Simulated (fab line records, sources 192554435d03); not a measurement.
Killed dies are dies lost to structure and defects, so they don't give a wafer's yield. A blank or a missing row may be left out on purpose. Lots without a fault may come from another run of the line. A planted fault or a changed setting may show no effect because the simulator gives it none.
fab line records | flow n5_finfet
record lots=7 wafers=21
route steps=1938 shown FIN_SAQP@109 FIN_CUT@157 DUMMY_GATE@221 SD_EPI_P@295
start_h: hours from the record's first day to the start of the lot's first wafer shown | wait_h: hours since the lot's step before | " the same as in the row above | L1.1+2: a row that stands for several wafers | - no value, or no start given | * or withheld: withheld | < > ~ a bound
route shown NAME@n: a module of which the file shows steps, and the number in the route of the first | usual: mean/standard deviation of fault-free wafers | same: alike in all rows | chamber/n: place in a boat | sites: the reading at each site | _std_site: their standard deviation | _edge_site: outer sites' mean less inner sites' | radius_mm: how far each site lies from the wafer's centre | mask NAME#n: copy n | behind: the tool/chamber that last shaped the wafer | hold: why the lot was held/for how many hours/how that ended | device: the transistor (n, p or np) that didn't switch | end of line: the same wafers' tests at the end of the route | a step without rows: its recipe alone | killed: dies lost to structure and defects at the first sort, not the wafer's yield | map: a wafer's dies, x killed, . not, _ none there
set.NAME: the setting as run; set.NAME@STEP: as run at that earlier step | model.NAME: the simulator's own value behind a step, which no gauge read
lots whose settings were changed on purpose; a table a step, a row a wafer
## steps
# step N5_FIN_SAQP_PEB_14
# recipe peb_temp_c=withheld peb_time_s=60 resist=CAR-ArF
# columns lot.wafer tool chamber start_h wait_h set.peb_time_s
L075.2+3+5 litho_track-01 0 28.00 0.0 60
L083.1+2+5 litho_track-02 0 75.30 0.1 60
L087.2+5+6 litho_track-03 0 101.48 0.0 60
L089.2 litho_track-01 0 111.43 0.0 60
L089.5+6 " 0 " " 70.15
L093.1+2+5 litho_track-01 0 136.22 0.1 60
L094.1+3 litho_track-01 0 142.91 0.1 68.72
L094.4 " 0 " " 60
L095.4+5 litho_track-03 0 148.52 0.0 66.23
L095.6 " 0 " " 60
# step N5_FIN_SAQP_DEVELOP_15
# recipe develop_time_s=30 developer=TMAH resist=CAR-ArF dev_temp_c=23 rinse_liquid=diw dry=air_spin
# columns lot.wafer tool chamber start_h wait_h set.develop_time_s
L075.2 litho_track-01 0 - - 25.69
L075.3+5 " 0 " " 30
L083.1+2+5 litho_track-02 0 - - 30
L087.2 litho_track-03 0 - - 35.93
L087.5+6 " 0 " " 30
L089.2+5+6 litho_track-01 0 - - 30
L093.1+2 litho_track-01 0 - - 30
L093.5 " 0 " " 27.43
L094.1+3+4 litho_track-01 0 - - 30
L095.4+5+6 litho_track-03 0 - - 30
# step N5_FIN_SAQP_CD_MEAS_16
# recipe target_cd_nm=35.6 landing_energy_ev=500 detector=se_inlens
# usual cd_nm=35.6/0.37
# columns lot.wafer tool chamber start_h wait_h set.peb_time_s@FIN_SAQP_PEB_14 cd_nm
L075.2 cd_sem-02 0 28.07 - 60 36.1
L075.3 " 0 " " 60 35.4
L075.5 " 0 " " 60 36.5
L083.1 cd_sem-03 0 75.37 - 60 35.9
L083.2 " 0 " " 60 35.5
L083.5 " 0 " " 60 35.6
L087.2 cd_sem-01 0 101.55 - 60 35.0
L087.5 " 0 " " 60 36.1
L087.6 " 0 " " 60 35.9
L089.2 cd_sem-02 0 111.50 - 60 35.8
L089.5 " 0 " " 70.15 33.1
L089.6 " 0 " " 70.15 33.3
L093.1 cd_sem-01 0 136.29 - 60 35.7
L093.2 " 0 " " 60 35.5
L093.5 " 0 " " 60 35.5
L094.1 cd_sem-03 0 142.98 - 68.72 33.5
L094.3 " 0 " " 68.72 33.6
L094.4 " 0 " " 60 36.2
L095.4 cd_sem-02 0 148.59 - 66.23 34.1
L095.5 " 0 " " 66.23 34.5
L095.6 " 0 " " 60 36.2
# step N5_FIN_CUT_COAT_02
# recipe resist=CAR-EUV spin_rpm=1500 resist_thk_nm=30
# columns lot.wafer tool chamber start_h wait_h set.spin_rpm model.CAR-EUV_of_FIN_CUT_COAT_02.thk_nm
L075.2+5 litho_track-01 0 - - 1500 30
L075.3 " 0 " " 1500 29.8
L083.1+2+5 litho_track-01 0 - - 1500 30
L087.2+5 litho_track-05 0 - - 1500 30
L087.6 " 0 " " 1659 28.4
L089.2+5 litho_track-05 0 - - 1500 30
L089.6 " 0 " " 1545 29.4
L093.1+5 litho_track-04 0 - - 1566 29.2
L093.2 " 0 " " 1500 29.8
L094.1+3 litho_track-05 0 - - 1587 29.2
L094.4 " 0 " " 1500 30
L095.4 litho_track-01 0 - - 1500 29.8
L095.5 " 0 " " 1627 28.8
L095.6 " 0 " " 1500 30
# step N5_FIN_CUT_EBR_04
# recipe solvent=PGMEA ebr_width_mm=1.5
# step N5_FIN_CUT_SOFTBAKE_03
# recipe temp_c=110 time_s=60 resist=CAR-EUV
# step N5_FIN_CUT_DESCUM_13
# recipe chemistry=O2 time_s=7 source_power_w=50 bias_power_w=20 pressure_mtorr=20 rf_frequency_hz=2.712e+07 temp_c=40 resist=CAR-EUV o2_flow_sccm=225
# step N5_FIN_CUT_ETCH_30
# recipe chemistry=N2/H2 target=underlayer target_depth_a=130 mask_material=CAR-EUV time_s=10.4 ion_energy_ev=200 pressure_mtorr=30 source_w=840 bias_w=150 n2_flow_sccm=200 h2_flow_sccm=200 ends=cleared
# columns lot.wafer tool chamber start_h wait_h set.spin_rpm@FIN_CUT_COAT_02 model.CAR-EUV_of_FIN_CUT_COAT_02.thk_nm
L075.2 rie_diel-01 1 33.11 0.0 1500 14.2
L075.3 " 2 " " 1500 14.6
L075.5 " 1 " " 1500 14.4
L083.1+2 rie_diel-02 0,3 81.76 0.0 1500 14.6
L083.5 " 3 " " 1500 14.8
L087.2+5 rie_diel-02 1,2 107.17 0.0 1500 14.6
L087.6 " 3 " " 1659 13
L089.2+5 rie_diel-02 3,0 117.86 0.0 1500 14.6
L089.6 " 1 " " 1545 14.2
L093.1 rie_diel-01 3 141.47 0.0 1566 14
L093.2 " 0 " " 1500 14.6
L093.5 " 1 " " 1566 13.6
L094.1 rie_diel-01 2 148.84 0.0 1587 13.8
L094.3 " 0 " " 1587 14
L094.4 " 3 " " 1500 14.8
L095.4 rie_diel-02 2 154.08 0.0 1500 14.4
L095.5 " 2 " " 1627 13.4
L095.6 " 3 " " 1500 14.6
# step N5_DUMMY_GATE_PECVD_30
# recipe material=SiO2 target_thk_a=550 temp_c=400 precursor=TEOS/O2 pressure_torr=6.5 rf_w=withheld teos_flow_sccm=withheld gas=O2 flow_sccm=2650 time_s=10.8
# columns lot.wafer tool chamber start_h wait_h set.time_s model.SiO2_of_DUMMY_GATE_PECVD_30.thk_nm
L075.2 pecvd-02 1 54.55 0.0 10.8 53.4
L075.3 " 0 " " 10.8 54.8
L075.5 " 2 " " 10.8 54.2
L083.1 pecvd-02 2 100.53 0.0 10.8 53.2
L083.2 " 0 " " 10.8 54.4
L083.5 " 2 " " 10.8 54.6
L087.2 pecvd-04 0 125.38 0.0 9.633 49.2
L087.5 " 0 " " 9.633 49.8
L087.6 " 1 " " 10.8 54.6
L089.2 pecvd-03 1 136.04 0.0 9.62 48.6
L089.5 " 1 " " 9.62 50.2
L089.6 " 2 " " 9.62 47.8
L093.1 pecvd-04 2 163.96 0.0 10.8 53.2
L093.2 " 1 " " 9.472 47.4
L093.5 " 1 " " 9.472 48
L094.1 pecvd-02 1 167.67 0.0 10.8 53.4
L094.3 " 0 " " 10.8 54.6
L094.4 " 1 " " 10.8 54
L095.4 pecvd-02 0 172.79 0.1 10.8 56
L095.5 " 2 " " 10.8 55.4
L095.6 " 1 " " 10.8 55.2
# step N5_DUMMY_GATE_COAT_34
# recipe resist=SOC temp_c=250 time_s=60 spin_rpm=1500 resist_thk_nm=60
# step N5_DUMMY_GATE_COAT_35
# recipe resist=SiARC temp_c=220 time_s=60 spin_rpm=1500 resist_thk_nm=10
# step N5_DUMMY_GATE_ETCH_31
# recipe chemistry=C4F6/O2 target=SiO2 mask_material=SOC target_depth_a=825 time_s=27.5 ion_energy_ev=250 pressure_mtorr=30 source_w=345 bias_w=185 Ar_flow_sccm=300 C4F6_flow_sccm=10 O2_flow_sccm=10
# step N5_DUMMY_GATE_STRIP_41
# recipe chemistry=O2 power_w=400 temp_c=40 pressure_mtorr=30 rf_frequency_hz=6e+07 bias_power_w=0 overash_fraction=0.3 o2_flow_sccm=225
# step N5_DUMMY_GATE_HM_OPEN_21
# recipe chemistry=CH3F/O2 target=SiNx target_depth_a=1200 Ar_flow_sccm=150 CH3F_flow_sccm=30 O2_flow_sccm=23 time_s=171.4 pressure_mtorr=30 source_w=395 bias_w=73 ion_energy_ev=120.7
# columns lot.wafer tool chamber start_h wait_h set.time_s@DUMMY_GATE_PECVD_30 model.SiO2_of_DUMMY_GATE_PECVD_30.thk_nm
L075.2 rie_diel-03 1 55.82 0.0 10.8 43.4
L075.3 " 0 " " 10.8 45
L075.5 " 3 " " 10.8 44.4
L083.1 rie_diel-01 1 101.91 0.0 10.8 43.2
L083.2 " 3 " " 10.8 44.8
L083.5 " 0 " " 10.8 44.2
L087.2 rie_diel-02 2 126.34 0.0 9.633 39
L087.5 " 0 " " 9.633 40.2
L087.6 " 1 " " 10.8 44.4
L089.2 rie_diel-03 2 137.00 0.0 9.62 38.4
L089.5 " 2 " " 9.62 40
L089.6 " 1 " " 9.62 37.8
L093.1 rie_diel-01 1 165.05 0.0 10.8 43.2
L093.2 " 3 " " 9.472 38
L093.5 " 0 " " 9.472 37.6
L094.1 rie_diel-01 1 168.63 0.0 10.8 43.2
L094.3 " 3 " " 10.8 45.2
L094.4 " 2 " " 10.8 43.8
L095.4 rie_diel-03 2 174.18 0.0 10.8 46.2
L095.5+6 " 1,0 " " 10.8 45.6
# step N5_DUMMY_GATE_ETCH_32
# recipe chemistry=CF4 target=SiO2 target_depth_a=35 time_s=3.9 ion_energy_ev=350 pressure_mtorr=10 icp_w=800 bias_w=400 cf4_flow_sccm=80
# step N5_DUMMY_GATE_ETCH_23
# recipe chemistry=HBr/Cl2/O2 HBr_flow_sccm=150 Cl2_flow_sccm=80 O2_flow_sccm=12 bias_w=102 target_depth_a=410 time_s=22.3 target=poly-Si mask_material=SiO2 pressure_mtorr=10 icp_w=800
# columns lot.wafer tool chamber start_h wait_h set.time_s@DUMMY_GATE_PECVD_30 model.SiO2_of_DUMMY_GATE_PECVD_30.thk_nm
L075.2 rie_si-01 1 56.02 0.0 10.8 37.4
L075.3 " 0 " " 10.8 38.6
L075.5 " 2 " " 10.8 38.2
L083.1 rie_si-02 2 102.10 0.0 10.8 37
L083.2 " 1 " " 10.8 38.8
L083.5 " 0 " " 10.8 38.2
L087.2 rie_si-06 2 126.54 0.0 9.633 32.8
L087.5 " 2 " " 9.633 33.8
L087.6 " 1 " " 10.8 38.4
L089.2 rie_si-06 1 137.19 0.0 9.62 32.4
L089.5 " 1 " " 9.62 33.8
L089.6 " 0 " " 9.62 31.6
L093.1 rie_si-06 2 165.26 0.0 10.8 37
L093.2 " 3 " " 9.472 31.8
L093.5 " 0 " " 9.472 31.6
L094.1 rie_si-06 1 168.82 0.0 10.8 37.2
L094.3 " 0 " " 10.8 39
L094.4 " 2 " " 10.8 37.4
L095.4 rie_si-06 2 174.38 0.0 10.8 39.8
L095.5 " 0 " " 10.8 39.4
L095.6 " 1 " " 10.8 39.6
# step N5_SD_EPI_P_COAT_34
# recipe resist=SOC temp_c=250 time_s=60 spin_rpm=1500 resist_thk_nm=350
# columns lot.wafer tool chamber start_h wait_h set.spin_rpm model.SOC_of_SD_EPI_P_COAT_34.thk_nm
L075.2 litho_track-04 0 62.15 0.0 1500 349.6
L075.3 " 0 " " 1401 360.8
L075.5 " 0 " " 1500 350
L083.1 litho_track-04 0 107.83 0.0 1500 347
L083.2 " 0 " " 1500 346.8
L083.5 " 0 " " 1500 348
L087.2 litho_track-05 0 132.11 0.0 1453 355.4
L087.5+6 " 0 " " 1453 355.2
L089.2+5 litho_track-04 0 144.18 0.0 1639 334.2
L089.6 " 0 " " 1500 350.4
L093.1 litho_track-03 0 170.92 0.0 1500 350.6
L093.2 " 0 " " 1623 337.2
L093.5 " 0 " " 1500 351.4
L094.1 litho_track-04 0 174.47 0.0 1500 349.2
L094.3 " 0 " " 1500 350.6
L094.4 " 0 " " 1500 351.2
L095.4 litho_track-05 0 180.17 0.0 1500 350.4
L095.5 " 0 " " 1500 350
L095.6 " 0 " " 1607 338.2
# step N5_SD_EPI_P_PEB_07
# recipe peb_temp_c=110 peb_time_s=60 resist=CAR-ArF-block
# columns lot.wafer tool chamber start_h wait_h set.peb_time_s
L075.2 litho_track-05 0 62.45 0.0 60
L075.3+5 " 0 " " 71.97
L083.1+2+5 litho_track-05 0 108.00 0.1 60
L087.2 litho_track-04 0 132.41 0.0 60
L087.5+6 " 0 " " 47.63
L089.2+6 litho_track-04 0 144.48 0.0 71.73
L089.5 " 0 " " 60
L093.1+2 litho_track-03 0 171.22 0.1 54.3
L093.5 " 0 " " 60
L094.1 litho_track-05 0 174.77 0.1 60
L094.3+4 " 0 " " 64.58
L095.4+5+6 litho_track-05 0 180.47 0.0 60
# step N5_SD_EPI_P_DEVELOP_08
# recipe develop_time_s=30 developer=TMAH resist=CAR-ArF-block dev_temp_c=23 rinse_liquid=diw dry=air_spin
# step N5_SD_EPI_P_CD_MEAS_09
# recipe target_cd_nm=240 landing_energy_ev=500 detector=se_inlens
# usual cd_nm=240.2/0.99
# columns lot.wafer tool chamber start_h wait_h set.peb_time_s@SD_EPI_P_PEB_07 cd_nm
L075.2 cd_sem-02 0 62.52 - 60 240.6
L075.3 " 0 " " 71.97 247.0
L075.5 " 0 " " 71.97 246.5
L083.1 cd_sem-03 0 108.07 - 60 241.2
L083.2 " 0 " " 60 241.0
L083.5 " 0 " " 60 240.8
L087.2 cd_sem-02 0 132.47 - 60 241.3
L087.5 " 0 " " 47.63 231.7
L087.6 " 0 " " 47.63 230.5
L089.2 cd_sem-02 0 144.54 - 71.73 245.6
L089.5 " 0 " " 60 239.6
L089.6 " 0 " " 71.73 244.4
L093.1 cd_sem-01 0 171.28 - 54.3 236.2
L093.2 " 0 " " 54.3 235.4
L093.5 " 0 " " 60 238.6
L094.1 cd_sem-03 0 174.84 - 60 241.4
L094.3 " 0 " " 64.58 243.6
L094.4 " 0 " " 64.58 243.1
L095.4 cd_sem-02 0 180.54 - 60 240.6
L095.5 " 0 " " 60 241.4
L095.6 " 0 " " 60 240.8
# step N5_SD_EPI_P_DESCUM_14
# recipe chemistry=O2 time_s=7.9 source_power_w=50 bias_power_w=20 pressure_mtorr=20 rf_frequency_hz=2.712e+07 temp_c=40 resist=CAR-ArF-block o2_flow_sccm=225
# columns lot.wafer tool chamber start_h wait_h set.peb_time_s@SD_EPI_P_PEB_07 model.SD_EPI_P.cd_nm
L075.2 rie_diel-02 1 63.20 0.6 60 240.4
L075.3 " 0 " " 71.97 247
L075.5 " 3 " " 71.97 246.4
L083.1 rie_diel-03 1 108.16 0.0 60 241.2
L083.2 " 3 " " 60 240.8
L083.5 " 3 " " 60 240.6
L087.2 rie_diel-01 2 132.59 0.1 60 241
L087.5 " 2 " " 47.63 231.4
L087.6 " 1 " " 47.63 230.2
L089.2 rie_diel-01 3 144.63 0.0 71.73 245.6
L089.5 " 1 " " 60 239.6
L089.6 " 0 " " 71.73 244
L093.1+2 rie_diel-03 3,1 171.37 0.0 54.3 235.8
L093.5 " 2 " " 60 238.8
L094.1 rie_diel-03 2 174.93 0.0 60 241.4
L094.3 " 3 " " 64.58 243.6
L094.4 " 0 " " 64.58 243
L095.4+6 rie_diel-03 1,2 180.62 0.0 60 240.6
L095.5 " 1 " " 60 241.4
# step N5_SD_EPI_P_ETCH_36
# recipe chemistry=CF4 target=SiARC target_depth_a=455 mask_material=CAR-ArF-block time_s=75.8 ion_energy_ev=80 pressure_mtorr=40 source_w=545 bias_w=36 Ar_flow_sccm=100 cf4_flow_sccm=100 ends=cleared
# columns lot.wafer tool chamber start_h wait_h set.peb_time_s@SD_EPI_P_PEB_07 model.SD_EPI_P.cd_nm
L075.2 rie_diel-02 1 63.24 0.0 60 240.8
L075.3 " 0 " " 71.97 247
L075.5 " 3 " " 71.97 246.4
L083.1 rie_diel-03 1 108.19 0.0 60 241.4
L083.2 " 3 " " 60 241
L083.5 " 3 " " 60 240.6
L087.2 rie_diel-01 2 132.62 0.0 60 241
L087.5 " 2 " " 47.63 231.4
L087.6 " 1 " " 47.63 230.4
L089.2 rie_diel-01 3 144.67 0.0 71.73 245.6
L089.5 " 1 " " 60 239.8
L089.6 " 0 " " 71.73 244.4
L093.1 rie_diel-03 3 171.41 0.0 54.3 236.2
L093.2 " 1 " " 54.3 236
L093.5 " 2 " " 60 238.4
L094.1 rie_diel-03 2 174.96 0.0 60 241
L094.3 " 3 " " 64.58 243.8
L094.4 " 0 " " 64.58 242.8
L095.4 rie_diel-03 1 180.66 0.0 60 240.8
L095.5 " 1 " " 60 241.6
L095.6 " 2 " " 60 240.4
# step N5_SD_EPI_P_ETCH_37
# recipe chemistry=N2/H2 target=SOC overetch_a=1080 mask_material=SiARC temp_c=40 ion_energy_ev=100 source_w=3000 bias_w=133 pressure_mtorr=20 time_s=486 n2_flow_sccm=200 h2_flow_sccm=200 ends=end_point
# columns lot.wafer tool chamber start_h wait_h set.peb_time_s@SD_EPI_P_PEB_07 model.SD_EPI_P.cd_nm
L075.2 rie_diel-02 1 63.29 0.0 60 239
L075.3 " 0 " " 71.97 246.8
L075.5 " 3 " " 71.97 246.4
L083.1 rie_diel-03 1 108.25 0.0 60 240.6
L083.2+5 " 3 " " 60 242.6
L087.2 rie_diel-01 2 132.68 0.0 60 241
L087.5 " 2 " " 47.63 231.8
L087.6 " 1 " " 47.63 232.2
L089.2 rie_diel-01 3 144.72 0.0 71.73 244
L089.5 " 1 " " 60 241.4
L089.6 " 0 " " 71.73 244.2
L093.1 rie_diel-03 3 171.46 0.0 54.3 238.2
L093.2 " 1 " " 54.3 234.2
L093.5 " 2 " " 60 237.6
L094.1 rie_diel-03 2 175.02 0.0 60 240.4
L094.3 " 3 " " 64.58 245.6
L094.4 " 0 " " 64.58 243
L095.4 rie_diel-03 1 180.71 0.0 60 239.6
L095.5 " 1 " " 60 239.4
L095.6 " 2 " " 60 238.8
## key
split step=N5_FIN_SAQP_PEB_14 setting=peb_time_s stated=60 by=wafer
response step=N5_FIN_SAQP_CD_MEAS_16 reading=cd_nm change=-0.171 per=1% r=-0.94
split step=N5_FIN_SAQP_DEVELOP_15 setting=develop_time_s stated=30 by=wafer
response none clear
split step=N5_FIN_CUT_COAT_02 setting=spin_rpm stated=1500 by=wafer
response step=N5_FIN_CUT_COAT_02 reading=model.CAR-EUV_of_FIN_CUT_COAT_02.thk_nm change=-0.144 per=1% r=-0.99
response step=N5_FIN_CUT_ETCH_30 reading=model.CAR-EUV_of_FIN_CUT_COAT_02.thk_nm change=-0.147 per=1% r=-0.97
split step=N5_DUMMY_GATE_PECVD_30 setting=time_s stated=10.8 by=wafer
response step=N5_DUMMY_GATE_PECVD_30 reading=model.SiO2_of_DUMMY_GATE_PECVD_30.thk_nm change=+0.458 per=1% r=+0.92
response step=N5_DUMMY_GATE_HM_OPEN_21 reading=model.SiO2_of_DUMMY_GATE_PECVD_30.thk_nm change=+0.441 per=1% r=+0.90
response step=N5_DUMMY_GATE_ETCH_23 reading=model.SiO2_of_DUMMY_GATE_PECVD_30.thk_nm change=+0.449 per=1% r=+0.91
split step=N5_SD_EPI_P_COAT_34 setting=spin_rpm stated=1500 by=wafer
response step=N5_SD_EPI_P_COAT_34 reading=model.SOC_of_SD_EPI_P_COAT_34.thk_nm change=-1.7 per=1% r=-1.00
split step=N5_SD_EPI_P_PEB_07 setting=peb_time_s stated=60 by=wafer
response step=N5_SD_EPI_P_CD_MEAS_09 reading=cd_nm change=+0.355 per=1% r=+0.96
response step=N5_SD_EPI_P_DESCUM_14 reading=model.SD_EPI_P.cd_nm change=+0.355 per=1% r=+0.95
response step=N5_SD_EPI_P_ETCH_36 reading=model.SD_EPI_P.cd_nm change=+0.345 per=1% r=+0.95
response step=N5_SD_EPI_P_ETCH_37 reading=model.SD_EPI_P.cd_nm change=+0.32 per=1% r=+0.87
